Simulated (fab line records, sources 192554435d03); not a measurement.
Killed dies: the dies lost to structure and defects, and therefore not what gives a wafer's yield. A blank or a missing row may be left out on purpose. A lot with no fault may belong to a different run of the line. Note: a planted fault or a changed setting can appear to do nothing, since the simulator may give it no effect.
Matching of chambers + flow n5-finfet + rie-diel-04 running N5_FIN_SAQP_STRIP_70: 4 sister chambers
The step strips in N2/H2. 20 wafers are shown with their chamber, then 10 later ones without.

WAFERS PAIRED WITH THEIR CHAMBERS
| wafer  | chamber | throttle-valve-pct (%) | drypump-motor-current-A (A) | showerhead-plenum-p-Torr (Torr) |
|--------|---------|------------------------|-----------------------------|---------------------------------|
| L074.2 | 3       | 18.4                   | 6.5                         | 3.50                            |
| L074.5 | 1       | 18.2                   | 5.3                         | 3.41                            |
| L074.6 | 0       | 19.0                   | 6.4                         | 3.20                            |
| L077.1 | 0       | 19.0                   | 6.4                         | 3.19                            |
| L077.2 | 2       | 19.6                   | 5.5                         | 3.49                            |
| L077.5 | 1       | 18.2                   | 5.3                         | 3.41                            |
| L079.3 | 1       | 18.2                   | 5.4                         | 3.40                            |
| L079.5 | 2       | 19.6                   | 5.4                         | 3.49                            |
| L079.6 | 1       | 18.2                   | 5.4                         | 3.40                            |
| L080.3 | 1       | 18.2                   | 5.3                         | 3.40                            |
| L080.5 | 3       | 18.4                   | 6.5                         | 3.50                            |
| L080.6 | 0       | 19.0                   | 6.4                         | 3.19                            |
| L087.2 | 3       | 18.4                   | 6.5                         | 3.49                            |
| L087.3 | 0       | 19.0                   | 6.4                         | 3.18                            |
| L087.5 | 3       | 18.5                   | 6.5                         | 3.49                            |
| L088.2 | 3       | 18.4                   | 6.5                         | 3.49                            |
| L088.4 | 3       | 18.4                   | 6.5                         | 3.49                            |
| L088.5 | 0       | 19.0                   | 6.4                         | 3.18                            |
| L089.2 | 1       | 18.2                   | 5.3                         | 3.39                            |
| L089.4 | 2       | 19.6                   | 5.4                         | 3.48                            |

SIGNATURES (averages over the wafers above)
| reading                  | chamber 0 | chamber 1 | chamber 2 | chamber 3 | scatter within a chamber |
|--------------------------|-----------|-----------|-----------|-----------|--------------------------|
| throttle-valve-pct       | 19.000    | 18.200    | 19.600    | 18.417    | 0.0228                   |
| drypump-motor-current-A  | 6.400     | 5.333     | 5.433     | 6.500     | 0.0354                   |
| showerhead-plenum-p-Torr | 3.1880    | 3.4017    | 3.4867    | 3.4933    | 0.00691                  |
Rule: distance of a wafer from a chamber = root of the sum over the readings of ((wafer's reading minus chamber's mean) / reading's scatter) squared. The wafer belongs to the nearest chamber; if the next one is less than 2 further off, it can't be placed. The scatter is the square root of a quotient: the sum, over the shown wafers, of each reading's squared deviation from its chamber's mean, divided by wafers minus chambers.

WAFERS WHOSE CHAMBER IS MISSING
| wafer  | throttle-valve-pct (%) | drypump-motor-current-A (A) | showerhead-plenum-p-Torr (Torr) |
|--------|------------------------|-----------------------------|---------------------------------|
| L089.5 | 19.6                   | 5.4                         | 3.48                            |
| L091.1 | 18.2                   | 5.3                         | 3.39                            |
| L091.4 | 19.6                   | 5.4                         | 3.48                            |
| L091.6 | 18.5                   | 6.5                         | 3.48                            |
| L092.1 | 19.7                   | 5.4                         | 3.47                            |
| L092.2 | 18.5                   | 6.5                         | 3.48                            |
| L092.5 | 19.6                   | 5.4                         | 3.47                            |
| L094.1 | 18.5                   | 6.5                         | 3.48                            |
| L094.4 | 18.3                   | 5.3                         | 3.39                            |
| L094.5 | 18.2                   | 5.3                         | 3.39                            |

EACH ONE'S CHAMBER
| wafer  | from the rows above | in truth |
|--------|---------------------|----------|
| L089.5 | 2                   | 2        |
| L091.1 | 1                   | 1        |
| L091.4 | 2                   | 2        |
| L091.6 | 3                   | 3        |
| L092.1 | 2                   | 2        |
| L092.2 | 3                   | 3        |
| L092.5 | 2                   | 2        |
| L094.1 | 3                   | 3        |
| L094.4 | 1                   | 1        |
| L094.5 | 1                   | 1        |
Correct placement for 10 of the 10. From these rows, 0 cannot be placed. Placed wrongly: 0.
